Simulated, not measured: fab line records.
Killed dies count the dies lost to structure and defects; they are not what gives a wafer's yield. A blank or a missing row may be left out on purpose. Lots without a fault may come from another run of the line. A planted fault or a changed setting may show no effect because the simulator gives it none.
Chamber matching ; flow nand-harc ; NHARC_A_M0_DESCUM_14 on rie-diel-10 has 4 sister chambers
The step chemistry O2, time 3 s. 8 wafers are shown with their chamber, then 8 later ones without.

== WAFERS, EACH WITH ITS CHAMBER ==
wafer;chamber;showerhead-plenum-p-Torr (Torr);drypump-motor-current-A (A)
L860.5;0;1.83;5.1
L862.4;3;1.91;5.6
L861.2;2;1.88;5.5
L861.4;3;1.91;5.7
L864.1;2;1.88;5.5
L864.2;1;2.06;5.6
L864.5;0;1.83;5.1
L873.2;1;2.05;5.6

== WAFERS WHOSE CHAMBER IS MISSING ==
wafer;showerhead-plenum-p-Torr (Torr);drypump-motor-current-A (A)
L873.5;1.88;5.5
L873.6;1.91;5.7
L880.1;2.05;5.6
L880.2;1.91;5.7
L880.5;2.05;5.6
L881.2;2.05;5.6
L881.3;1.88;5.5
L881.5;1.91;5.7

== THE CHAMBER EACH PASSED THROUGH ==
wafer;from the rows above;in truth
L873.5;2;2
L873.6;3;3
L880.1;1;1
L880.2;3;3
L880.5;1;1
L881.2;1;1
L881.3;2;2
L881.5;3;3
Placed correctly: 8 of 8. Not placeable from these rows: 0. Number placed wrongly: 0.
How it was worked out, from the rows above alone: a wafer's distance from a chamber is the root of the sum, over the readings, of the square of ((its reading less the chamber's mean) divided by the reading's scatter). If the next closest chamber is less than 2 further off than the closest, the wafer can't be placed; otherwise it belongs to the closest. The mean given for a chamber averages the wafers shown for that chamber. How the scatter is found: for the shown wafers, subtract from each reading the mean of its chamber, square and add these, divide the total by (wafers less chambers), then take the root.
